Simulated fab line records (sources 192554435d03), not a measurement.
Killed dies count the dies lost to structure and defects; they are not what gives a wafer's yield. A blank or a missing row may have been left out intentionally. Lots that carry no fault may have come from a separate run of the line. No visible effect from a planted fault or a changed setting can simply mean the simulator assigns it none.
Matching of chambers || flow n5Finfet || N5_GATE_CUT_CMP_43 on cmp-01 has 4 sister chambers
The step polishes SiO2. 8 wafers are shown with their chamber, then 7 later ones without.

## WAFERS, EACH WITH ITS CHAMBER
{"wafer": "L078.4", "chamber": 0, "motorCurrentA (A)": 11.0, "edgeZonePressureFrac": 1.003}
{"wafer": "L078.6", "chamber": 2, "motorCurrentA (A)": 10.9, "edgeZonePressureFrac": 1.001}
{"wafer": "L082.5", "chamber": 2, "motorCurrentA (A)": 11.2, "edgeZonePressureFrac": 1.004}
{"wafer": "L083.3", "chamber": 1, "motorCurrentA (A)": 12.5, "edgeZonePressureFrac": 1.004}
{"wafer": "L083.4", "chamber": 3, "motorCurrentA (A)": 14.4, "edgeZonePressureFrac": 0.994}
{"wafer": "L083.5", "chamber": 3, "motorCurrentA (A)": 14.7, "edgeZonePressureFrac": 1.000}
{"wafer": "L085.1", "chamber": 1, "motorCurrentA (A)": 13.2, "edgeZonePressureFrac": 0.999}
{"wafer": "L085.2", "chamber": 0, "motorCurrentA (A)": 10.9, "edgeZonePressureFrac": 1.002}

## WAFERS MISSING THEIR CHAMBER
{"wafer": "L085.6", "motorCurrentA (A)": 13.0, "edgeZonePressureFrac": 0.995}
{"wafer": "L093.1", "motorCurrentA (A)": 11.6, "edgeZonePressureFrac": 1.002}
{"wafer": "L093.2", "motorCurrentA (A)": 10.5, "edgeZonePressureFrac": 0.998}
{"wafer": "L093.5", "motorCurrentA (A)": 14.5, "edgeZonePressureFrac": 1.002}
{"wafer": "L097.2", "motorCurrentA (A)": 11.2, "edgeZonePressureFrac": 1.000}
{"wafer": "L097.4", "motorCurrentA (A)": 13.7, "edgeZonePressureFrac": 0.999}
{"wafer": "L097.5", "motorCurrentA (A)": 11.8, "edgeZonePressureFrac": 1.004}

## THE CHAMBER EACH PASSED THROUGH
{"wafer": "L085.6", "from the rows above": 1, "in truth": 1}
{"wafer": "L093.1", "from the rows above": "can't be placed: 2 or 0", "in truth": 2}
{"wafer": "L093.2", "from the rows above": "can't be placed: 0 or 2", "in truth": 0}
{"wafer": "L093.5", "from the rows above": 3, "in truth": 3}
{"wafer": "L097.2", "from the rows above": "can't be placed: 2 or 0", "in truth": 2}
{"wafer": "L097.4", "from the rows above": "can't be placed: 3 or 1", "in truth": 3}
{"wafer": "L097.5", "from the rows above": "can't be placed: 2 or 0 or 1", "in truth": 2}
2 of 7 placed correctly. These rows do not allow placing 5 (true chamber among the candidates in 5). Placed wrongly: 0.
How it was worked out, from the rows above alone: a wafer's distance from a chamber is the root of the sum, over the readings, of the square of ((its reading less the chamber's mean) divided by the reading's scatter). If the next closest chamber is less than 2 further off than the closest, the wafer can't be placed; otherwise it belongs to the closest. A chamber's mean is the mean of its shown wafers. How the scatter is found: for the shown wafers, subtract from each reading the mean of its chamber, square and add these, divide the total by (wafers less chambers), then take the root.
